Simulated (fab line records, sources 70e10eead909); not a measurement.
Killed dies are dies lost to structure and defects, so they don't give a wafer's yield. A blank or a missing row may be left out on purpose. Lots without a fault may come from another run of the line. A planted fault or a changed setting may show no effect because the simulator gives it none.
Chamber matching | flow nand_harc | NHARC_A_CONTACT_ETCH_91 on rie_diel-01: 4 sister chambers
The step etches the open film in CH3F/O2, target depth 40 nm, time 85.7 s. 7 wafers are shown with their chamber, then 7 later ones without.

WAFERS WITH THEIR CHAMBER
wafer  | chamber | drypump_motor_current_A (A) | showerhead_plenum_p_Torr (Torr)
L091.2 | 3       | 6.5                         | 2.43
L091.4 | 0       | 5.6                         | 2.43
L089.1 | 0       | 5.7                         | 2.42
L089.3 | 1       | 6.5                         | 2.36
L089.5 | 2       | 6.0                         | 2.35
L092.1 | 1       | 6.5                         | 2.36
L092.3 | 3       | 6.5                         | 2.43

WAFERS WITHOUT THEIR CHAMBER
wafer  | drypump_motor_current_A (A) | showerhead_plenum_p_Torr (Torr)
L092.5 | 6.5                         | 2.36
L093.4 | 6.0                         | 2.34
L093.5 | 6.5                         | 2.43
L093.6 | 6.0                         | 2.35
L096.2 | 6.5                         | 2.42
L096.5 | 6.0                         | 2.34
L096.6 | 6.5                         | 2.42

WHICH CHAMBER EACH WENT THROUGH
wafer  | from the rows above | in truth
L092.5 | 1                   | 1
L093.4 | 2                   | 2
L093.5 | 3                   | 3
L093.6 | 2                   | 2
L096.2 | 3                   | 3
L096.5 | 2                   | 2
L096.6 | 3                   | 3
Placed correctly: 7 of 7. Can't be placed from these rows: 0. Placed wrongly: 0.
How it was worked out, from the rows above alone: a wafer's distance from a chamber is the root of the sum, over the readings, of the square of ((its reading less the chamber's mean) divided by the reading's scatter). The wafer belongs to the nearest chamber; if the next one is less than 2 further off, it can't be placed. A chamber's mean is the mean of its shown wafers. The scatter: the root of (the sum of the squares of (reading less its chamber's mean) over the shown wafers, divided by (wafers less chambers)).
